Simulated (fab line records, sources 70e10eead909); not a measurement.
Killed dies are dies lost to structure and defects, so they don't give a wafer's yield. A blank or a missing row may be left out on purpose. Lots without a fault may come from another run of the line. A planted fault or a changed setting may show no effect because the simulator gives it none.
Chamber matching | flow nand_harc | NHARC_P_BONDPAD_CMP_32 on cmp-02: 4 sister chambers
The step polishes SiCN, target thk 200 nm. 4 wafers are shown with their chamber, then 7 later ones without.

WAFERS WITH THEIR CHAMBER
wafer  | chamber | motor_current_A (A)
L079.6 | 1       | 11.2
L082.6 | 0       | 9.8
L087.1 | 3       | 13.1
L087.2 | 2       | 13.3

WAFERS WITHOUT THEIR CHAMBER
wafer  | motor_current_A (A)
L087.3 | 10.3
L093.1 | 10.7
L093.2 | 13.3
L093.3 | 9.4
L097.1 | 13.5
L097.2 | 10.8
L097.3 | 9.5

WHICH CHAMBER EACH WENT THROUGH
wafer  | from the rows above     | in truth
L087.3 | can't be placed: 0 or 1 | 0
L093.1 | can't be placed: 1 or 0 | 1
L093.2 | can't be placed: 2 or 3 | 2
L093.3 | 0                       | 0
L097.1 | can't be placed: 2 or 3 | 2
L097.2 | can't be placed: 1 or 0 | 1
L097.3 | 0                       | 0
Placed correctly: 2 of 7. Can't be placed from these rows: 5 (the true chamber is among the candidates in 5). Placed wrongly: 0.
How it was worked out, from the rows above alone: a wafer's distance from a chamber is the root of the sum, over the readings, of the square of ((its reading less the chamber's mean) divided by the reading's scatter). The wafer belongs to the nearest chamber; if the next one is less than 2 further off, it can't be placed. A chamber's mean is the mean of its shown wafers. The scatter: with one shown wafer a chamber, the root of the mean of the squares of how far each hidden wafer lies from its nearest shown one.
